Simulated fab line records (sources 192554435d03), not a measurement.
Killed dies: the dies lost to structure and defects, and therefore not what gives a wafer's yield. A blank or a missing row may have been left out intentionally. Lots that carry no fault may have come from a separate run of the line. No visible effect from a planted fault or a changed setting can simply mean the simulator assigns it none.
fab line records	flow n5-finfet
[record] lots = 3	wafers = 9	last-day = 18
route steps=1938 shown BEOL_M12@1647 BEOL_M13@1659 PASSIVATION@1936
lots that met no fault: taken from a fault-free run of the same line
start-h: start of the lot's first displayed wafer, in hours after the record's first day	wait-h: time in hours since the lot's previous step	" identical to the entry in the row above	L1.1+2: a single row standing in for several wafers	- either no value or no given start	* or withheld: withheld	< > ~ a bound
route shown NAME@n: NAME is a module with steps in the file, n the number in the route of the first one	usual: average and standard deviation across the fault-free wafers	same: alike in all rows	chamber/n: place in a boat	sites: each site's reading	_std_site: standard deviation across them	_edge_site: inner sites' mean taken away from outer sites' mean	radius-mm: how far each site lies from the wafer's centre	mask NAME#n: copy n	behind: the last tool/chamber to shape the wafer	hold: what put the lot on hold/how long, in hours/how the hold closed	device: the n, p or np transistor that did not switch	end of line: the same wafers' tests at the end of the route	a step with no rows: only its recipe	killed: count of dies lost to structure and defects at first sort (not the wafer's yield)	map: a wafer's dies, x killed, . not, _ none there
set.NAME: the setting the step ran with; set.NAME@STEP: the setting that earlier step ran with	model.NAME: the simulator's own value behind a step, which no gauge read
lots at some steps of the route; a table a step, a row a wafer
services: from which hour (start-h, from the record's first day; less than 0 if before it) a tool's chamber was out of use, for how many hours, and why
[[steps]]
[step N5_BEOL_M12_PRE_CLEAN_42]
[recipe] gas = H2/He	time-s = 30	temp-c = 250
[step N5_BEOL_M12_SPUTTER_43]
[recipe] material = TaN	target-thk-a = 150	temp-c = 50	bias-v = 168.6	power-w = 15000	chamber-pressure-pa = 0.12	time-s = 24.19
[step N5_BEOL_M12_SPUTTER_44]
[recipe] material = Ta	target-thk-a = 100	temp-c = 50	bias-v = 80	power-w = 15000	chamber-pressure-pa = 0.07	time-s = 16.13
[step N5_BEOL_M12_SPUTTER_45]
[recipe] material = Cu	target-thk-a = 800	temp-c = -20	bias-v = 60	power-w = 26000	chamber-pressure-pa = 0.13	time-s = 13.33
[step N5_BEOL_M12_ECD_47]
[recipe] material = Cu	target-thk-a = 7200
[step N5_BEOL_M12_ANNEAL_48]
[recipe] temp-c = 225	time-s = 90	ambient = N2
[step N5_BEOL_M12_CMP_49]
[recipe] stop-on = SiOC	t-overpolish-s = 20.6	down-force-psi = 1	platen-rpm = 50	clearing-platen-down-force-psi = 1.5	clearing-platen-rpm = 50	post-cmp-clean = cu-alkaline	target-thk-nm = 320	clearing-platen-pad-velocity-m-s = 0.99484	pad-velocity-m-s = 0.99484
[step N5_BEOL_M12_PRE_CLEAN_52]
[recipe] gas = NH3	time-s = 15	temp-c = withheld	rf-power-w = 300
[step N5_BEOL_M12_DEP_53]
[recipe] material = SiCN	target-thk-a = 300	temp-c = withheld	precursor = 3MS/NH3	pressure-torr = 3	rf-w = 675	time-s = 10.5
[step N5_BEOL_M13_ILD_DEP_00]
[recipe] material = SiOC	target-thk-a = 8379.2	temp-c = 350	precursor = DEMS/O2	pressure-torr = 5	rf-w = 500	time-s = 166.4
[usual] heater-power-w = 466/71	run-length-s = 210.9/0.52	showerhead-plenum-p-Torr = 5.699/0.014	showerhead-vpp-V = 1333/69	throttle-valve-pct = 11.9/0.61
lot.wafer	tool	chamber	start-h	wait-h	heater-power-w	run-length-s	showerhead-plenum-p-Torr	showerhead-vpp-V	throttle-valve-pct	model.SiOC_of_BEOL_M13_ILD_DEP_00.thk-nm
L856.1	pecvd-03	0	306.86	0.0	519	210.5	5.689	1294	12.6	829.6
L856.2	"	1	"	"	457	221.4	5.676	1482	12.6	892.4
L856.5	"	0	"	"	424	210.3	5.706	1299	12.8	837.2
L862.2	pecvd-04	1	350.78	0.0	490	210.9	5.705	1312	11.9	842.2
L862.4	"	1	"	"	372	210.8	5.694	1297	11.8	845.4
L862.5	"	0	"	"	450	210.9	5.717	1301	12.5	842.4
L865.3	pecvd-03	1	390.10	0.0	417	210.7	5.666	1509	12.6	837.6
L865.4	"	1	"	"	441	211.1	5.692	1537	12.5	856.8
L865.5	"	2	"	"	447	211.6	5.698	1322	11.4	848.2
[step N5_BEOL_M13_THK_MEAS_01]
[recipe] reads = SiOC_of_BEOL_M13_ILD_DEP_00
[usual] M13_ILD_THK = 836/10
lot.wafer	tool	chamber	start-h	wait-h	M13_ILD_THK[nm]
L856.1	film-metro-01	-	307.01	0.1	830
L856.2	"	-	"	"	892
L856.5	"	-	"	"	837
L862.2	film-metro-01	-	350.99	0.2	842
L862.4	"	-	"	"	845
L862.5	"	-	"	"	842
L865.3	film-metro-02	-	390.25	0.1	838
L865.4	"	-	"	"	857
L865.5	"	-	"	"	849
[step N5_BEOL_M13_COAT_58]
[recipe] resist = BARC	temp-c = 205	time-s = 60	spin-rpm = 1500	resist-thk-nm = 89
[step N5_BEOL_M13_COAT_04]
[recipe] spin-rpm = 1625	resist-thk-nm = 400
[step N5_BEOL_M13_EBR_06]
[recipe] solvent = PGMEA	ebr-width-mm = 1.5
[step N5_BEOL_M13_SOFTBAKE_05]
[recipe] temp-c = 130	time-s = 60
[step N5_BEOL_M13_EXPOSE_07]
[recipe] mask-id = V12	na = 0.93	source-shape = conventional	sigma-outer = 0.6	polarization = unpolarized	attpsm-phase-deg = 180	dose-mj = 24.8
[step N5_BEOL_M13_PEB_08]
[recipe] peb-temp-c = 130	peb-time-s = 90
[step N5_BEOL_M13_DEVELOP_09]
[recipe] develop-time-s = 45	rinse-liquid = diw	dry = air-spin	dev-temp-c = 21
[step N5_BEOL_M13_HARDBAKE_14]
[recipe] temp-c = 130	time-s = 120
[step N5_BEOL_M13_DESCUM_15]
[recipe] chemistry = O2	time-s = 7.9	source-power-w = 50	bias-power-w = 20	pressure-mtorr = 20	rf-frequency-hz = 2.712e+07	temp-c = 40	o2-flow-sccm = 225
[step N5_BEOL_M13_ETCH_59]
[recipe] chemistry = N2/H2	target = BARC	target-depth-a = 890	overetch-a = 267	time-s = 67.9	ion-energy-ev = 200	pressure-mtorr = 30	source-w = 840	bias-w = 150	n2-flow-sccm = 200	h2-flow-sccm = 200
[step N5_BEOL_M13_VIA_ETCH_16]
[recipe] chemistry = C4F8/O2/Ar	target = SiOC	pressure-mtorr = 30	source-w = 3000	bias-w = 700	Ar_flow_sccm = 400	C4F8_flow_sccm = 15	O2_flow_sccm = 8	he-inner-torr = 15	he-outer-torr = 30	target-depth-a = 9217	time-s = withheld	ion-energy-ev = 250	ends = cleared
[usual] O2_flow_sccm = 7.998/0.024	drypump-motor-current-A = 5.7/0.38	oes-product-au = 0.72/0.084	rf-vpp-V = 665.8/2.9	showerhead-plenum-p-Torr = 3.43/0.11	throttle-valve-pct = 24.17/0.26
lot.wafer	tool	chamber	start-h	wait-h	O2_flow_sccm	drypump-motor-current-A	oes-product-au	rf-vpp-V	showerhead-plenum-p-Torr	throttle-valve-pct	model.etch.depth-nm	model.coat_of_BEOL_M13_COAT_04.thk-nm
L856.1	rie-diel-06	3	307.49	0.0	7.987	5.5	0.74	667.2	3.45	24.03	829.5	68.2
L856.2	"	2	"	"	8.035	5.2	0.61	668.3	3.53	24.60	892.4	52.8
L856.5	"	1	"	"	7.999	5.5	0.85	663.2	3.36	23.83	837.1	67.6
L862.2	rie-diel-02	1	351.64	0.0	7.975	5.2	0.63	660.4	3.25	23.89	842.2	69.2
L862.4	"	1	"	"	7.978	5.2	0.64	659.8	3.25	23.91	845.5	68.8
L862.5	"	0	"	"	8.054	5.9	0.79	669.7	3.63	24.62	842.3	66.6
L865.3	rie-diel-02	3	390.85	0.0	8.043	6.4	0.82	663.6	3.34	23.97	837.7	71.6
L865.4	"	3	"	"	8.017	6.4	0.82	662.8	3.34	23.95	856.8	67.6
L865.5	"	1	"	"	8.005	5.2	0.62	661.9	3.24	23.91	848.2	66.2
[step N5_BEOL_M13_STRIP_63]
[recipe] chemistry = N2/H2	power-w = 1000	temp-c = 250	h2-frac = 0.65	overash-fraction = 0.3	pressure-mtorr = 1000	n2-flow-sccm = 1750	h2-flow-sccm = 3250
[usual] drypump-motor-current-A = 5.6/0.36	h2-flow-sccm = 3250/9.1	heater-power-w = 328/33	oes-product-au = 0.674/0.0049	strip-time-to-endpoint-s = 27.8/1
lot.wafer	tool	chamber	start-h	wait-h	drypump-motor-current-A	h2-flow-sccm	heater-power-w	oes-product-au	rf-hours-counter-h	strip-time-to-endpoint-s
L856.1	plasma-asher-01	0	307.72	-	5.7	3258	301	0.671	140	27.1
L856.2	"	1	"	"	5.9	3271	323	0.676	140	22.5
L856.5	"	1	"	"	5.9	3261	320	0.680	-	27.0
L862.2	plasma-asher-01	0	351.88	-	5.7	3249	294	0.684	150	27.4
L862.4	"	0	"	"	5.7	3237	295	0.677	-	27.3
L862.5	"	1	"	"	5.9	3253	332	0.670	-	26.7
L865.3	plasma-asher-01	1	391.11	-	5.9	3245	332	0.676	-	28.2
L865.4	"	0	"	"	5.7	3233	294	0.678	-	27.0
L865.5	"	0	"	"	5.7	3261	297	0.665	-	26.5
[step N5_BEOL_M13_STRIP_64]
[recipe] chemistry = N2/H2	power-w = 1000	temp-c = 250	h2-frac = 0.65	overash-fraction = 0.3	pressure-mtorr = withheld	n2-flow-sccm = 1750	h2-flow-sccm = 3250
[step N5_BEOL_M13_STRIP_71]
[recipe] chemistry = post-etch-residue-remover	time-s = 60	temp-c = 25	remover-ph = withheld	remover-water-wt-pct = withheld	remover-fluoride-wt-pct = withheld
[step N5_BEOL_M13_SRD_72]
[recipe] time-s = 30	temp-c = 23	rinse-liquid = diw	dry = n2-spin	spin-rpm = 1500	dry-time-s = 30
[step N5_BEOL_M13_COAT_65]
[recipe] resist = SOC	temp-c = 250	time-s = 60	spin-rpm = 1500	resist-thk-nm = 350
[step N5_BEOL_M13_COAT_66]
[recipe] resist = SiARC	temp-c = 220	time-s = 60	spin-rpm = 1500	resist-thk-nm = 110
[step N5_BEOL_M13_COAT_22]
[recipe] spin-rpm = 2888	resist-thk-nm = 300
[step N5_BEOL_M13_EBR_24]
[recipe] solvent = PGMEA	ebr-width-mm = 1.5
[step N5_BEOL_M13_SOFTBAKE_23]
[recipe] temp-c = 130	time-s = 60
[step N5_BEOL_M13_EXPOSE_25]
[recipe] mask-id = M13	na = 0.93	source-shape = conventional	sigma-outer = 0.4	polarization = unpolarized	target-cd-nm = 210	dose-mj = 22
[step N5_BEOL_M13_PEB_26]
[recipe] peb-temp-c = 130	peb-time-s = 90
[step N5_BEOL_M13_DEVELOP_27]
[recipe] develop-time-s = 45	rinse-liquid = diw	dry = air-spin	dev-temp-c = 21
[step N5_BEOL_M13_HARDBAKE_32]
[recipe] temp-c = 130	time-s = 120
[step N5_BEOL_M13_CMP_49]
[recipe] stop-on = SiOC	t-overpolish-s = 17.1	down-force-psi = 1	platen-rpm = 50	clearing-platen-down-force-psi = 1.5	clearing-platen-rpm = 50	post-cmp-clean = cu-alkaline	target-thk-nm = 420	clearing-platen-pad-velocity-m-s = 0.99484	pad-velocity-m-s = 0.99484
[usual] motor-current-A = 5.8/0.68
lot.wafer	tool	chamber	start-h	wait-h	motor-current-A	model.SiOC_of_BEOL_M13_ILD_DEP_00.thk-nm
L856.1	cmp-01	3	312.55	0.3	7.0	770.8
L856.2	"	0	"	"	4.9	832.4
L856.5	"	1	"	"	5.1	778.6
L862.2	cmp-04	3	359.28	0.2	6.5	782.4
L862.4	"	0	"	"	5.0	785.6
L862.5	"	3	"	"	6.5	785
L865.4	cmp-01	3	393.47	0.2	6.9	798.8
L865.3	"	1	"	"	4.9	780.4
L865.5	"	2	"	"	6.2	788
[step N5_PASSIVATION_PROBE_49]
[usual] defect-limited-yield = 91.4/1.5	killed_at_M0_to_M3 = 35/11	killed_at_M4_up = 16/7	killed-at-contacts = 11/5.3	killed-at-front-end = 37/11	killed-at-other = 3.1/2.8	killed-dies = 102/18	killed-open = 69/15	killed-short = 31/7.8	sort_bin_5_function = 5.1/1.1	sort_bin_6_memory = 3.2/0.69	sort-n-pass = 1078/18	sort-yield-pct = 91.4/1.5
[same] gross-dies = 1180	killed-at-back-side = 0	sort_bin_4_leakage[%] = 0	sort_bin_8_speed[%] = 0
lot.wafer	tool	chamber	start-h	wait-h	defect-limited-yield[%]	killed_at_M0_to_M3	killed_at_M4_up	killed-at-contacts	killed-at-front-end	killed-at-other	killed-dies	killed-open	killed-short	sort_bin_5_function[%]	sort_bin_6_memory[%]	sort-n-pass	sort-yield-pct[%]
L862.2	prober-02	-	383.24	0.1	90.4	45	9	8	51	0	113	72	38	5.3	3.6	1067	90.4
L862.4	prober-02	-	383.34	0.2	90.1	42	20	3	42	10	117	82	32	5.7	4.2	1063	90.1
L862.5	prober-02	-	383.39	0.2	92.0	37	16	4	36	1	94	73	20	4.2	3.6	1086	92.0
// killed by level:class
L862.2 GATE_CUT:geometric-particle:short=13 BEOL_M1:geometric-particle:open=12 STI_FIN_REVEAL:geometric-particle:open=10 BEOL_M2:geometric-particle:open=10 DUMMY_GATE:geometric-particle:open=8 MOL_CONTACT_COAG:geometric-particle:open=8 BEOL_M3:geometric-particle:open=7 FIN_SAQP:geometric-particle:open=5
L862.4 BEOL_M3:geometric-particle:open=11 BEOL_M2:geometric-particle:open=9 BEOL_M4:geometric-particle:open=9 FIN_SAQP:geometric-particle:open=8 BEOL_M1:geometric-particle:open=6 FIN_SAQP:geometric-particle:short=5 STI_FIN_REVEAL:geometric-particle:open=5 ILD0:geometric-particle:open=4
L862.5 BEOL_M1:geometric-particle:open=13 BEOL_M2:geometric-particle:open=10 FIN_SAQP:geometric-particle:open=7 BEOL_M4:geometric-particle:open=7 FIN_SAQP:geometric-particle:short=6 STI_FIN_REVEAL:geometric-particle:open=5 DUMMY_GATE:geometric-particle:open=5 BEOL_M0_SAQP:geometric-particle:open=5
[[services]]
tool	chamber	start-h	hours	kind
cmp-04	-	284.24	1.4	repair
cmp-04	-	286.17	0.3	repair
pecvd-04	-	290.23	1.7	repair
cmp-04	-	301.55	3.6	pm
cmp-04	-	305.61	1.6	repair
cmp-04	-	323.87	5.7	repair
rie-diel-06	1	324.83	6.5	repair
rie-diel-06	0	329.54	6.8	repair
rie-diel-02	3	337.71	39.6	repair
rie-diel-06	1	347.24	8.0	repair
rie-diel-06	2	355.21	-	clean
rie-diel-06	2	355.21	-	consumable-replace:focus-ring
rie-diel-06	2	355.21	19.9	scheduled-down
rie-diel-06	2	355.21	19.9	vent-cycle
cmp-01	-	359.86	4.4	pm
pecvd-03	2	365.60	5.5	scheduled-down
rie-diel-02	2	370.56	11.4	repair
rie-diel-02	0	374.23	10.2	repair
rie-diel-02	2	384.47	-	clean
rie-diel-02	2	384.47	-	consumable-replace:focus-ring
rie-diel-02	2	384.47	17.5	scheduled-down
rie-diel-02	2	384.47	17.5	vent-cycle
cmp-04	-	390.44	2.6	repair
rie-diel-06	2	390.90	3.9	repair
[[key]]
[first-sign] step = N5_BEOL_M13_ILD_DEP_00	reading = run-length-s	direction = up	sigmas = 20	usual = *	struck = *
[effect] step = N5_BEOL_M13_THK_MEAS_01	reading = M13_ILD_THK	direction = up	sigmas = 5.4	usual = 836	struck = 892
[effect] step = N5_BEOL_M13_STRIP_63	reading = strip-time-to-endpoint-s	direction = down	sigmas = 5.1	usual = *	struck = *
[model-effect] step = N5_BEOL_M13_ILD_DEP_00	value = SiOC_of_BEOL_M13_ILD_DEP_00.thk-nm	without = 838.8	struck = 892.4
[model-effect] step = N5_BEOL_M13_VIA_ETCH_16	value = etch.depth-nm	without = 838.9	struck = 892.4
[model-effect] step = N5_BEOL_M13_CMP_49	value = SiOC_of_BEOL_M13_ILD_DEP_00.thk-nm	without = 779	struck = 832.4
met-at N5_BEOL_M13_ILD_DEP_00
struck-wafers L856.2
[fault] kind = process-parameter-drift	tool = pecvd-03	chamber = -	onset-h = 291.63	steps = N5_BEOL_M13_ILD_DEP_00	channel = time-s	offset = *	shape = step	end-h = 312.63	scope = struck-wafers-only	acts-in = *	stated = *
